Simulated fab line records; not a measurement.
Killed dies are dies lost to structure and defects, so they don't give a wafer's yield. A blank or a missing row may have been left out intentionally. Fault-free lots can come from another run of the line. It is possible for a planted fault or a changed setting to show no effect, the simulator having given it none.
Matching of chambers | flow n5-finfet | cmp-01 running N5_MOL_CONTACT_COAG_CMP_28: 4 sister chambers
The step polishes, stops on SiNx, t overpolish 0.85 s, target thk 14.522 nm. 14 wafers are shown with their chamber, then 7 later ones without.

## EACH WAFER AND ITS CHAMBER
wafer  | chamber | motor-current-A (A) | time-to-endpoint-s (s)
L474.2 | 3       | 12.5                | 3.4
L474.3 | 1       | 12.4                | 3.9
L474.4 | 0       | 11.0                | 2.1
L479.1 | 2       | 14.0                | 0.8
L479.2 | 1       | 11.8                | 0.6
L479.6 | 1       | 12.1                | 2.8
L480.1 | 0       | 10.9                | 4.8
L480.2 | 1       | 12.0                | 6.5
L480.4 | 3       | 12.7                | 5.6
L487.1 | 1       | 12.3                | 1.9
L487.3 | 3       | 12.4                | 7.7
L487.4 | 2       | 13.8                | 5.5
L490.3 | 3       | 12.8                | 3.4
L490.4 | 0       | 10.7                | 0.9

SIGNATURES (averages over the wafers above)
reading            | chamber 0 | chamber 1 | chamber 2 | chamber 3 | scatter within a chamber
motor-current-A    | 10.867    | 12.120    | 13.900    | 12.600    | 0.199
time-to-endpoint-s | 2.600     | 3.140     | 3.150     | 5.025     | 2.28
Rule: distance of a wafer from a chamber = root of the sum over the readings of ((wafer's reading minus chamber's mean) / reading's scatter) squared. If the next closest chamber is less than 2 further off than the closest, the wafer can't be placed; otherwise it belongs to the closest. The scatter is the square root of a quotient: the sum, over the shown wafers, of each reading's squared deviation from its chamber's mean, divided by wafers minus chambers.

## WAFERS WHOSE CHAMBER IS MISSING
wafer  | motor-current-A (A) | time-to-endpoint-s (s)
L490.6 | 10.9                | 3.2
L495.2 | 11.1                | 1.3
L495.3 | 13.0                | 3.9
L495.4 | 13.7                | 3.6
L496.3 | 11.7                | 5.1
L496.5 | 10.6                | 4.2
L496.6 | 12.9                | 6.2

## WHICH CHAMBER EACH WENT THROUGH
wafer  | from the rows above | in truth
L490.6 | 0                   | 0
L495.2 | 0                   | 0
L495.3 | 3                   | 3
L495.4 | 2                   | 2
L496.3 | 1                   | 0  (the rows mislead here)
L496.5 | 0                   | 0
L496.6 | 3                   | 3
Placed correctly: 6 of 7. Not placeable from these rows: 0. 1 placed wrongly.
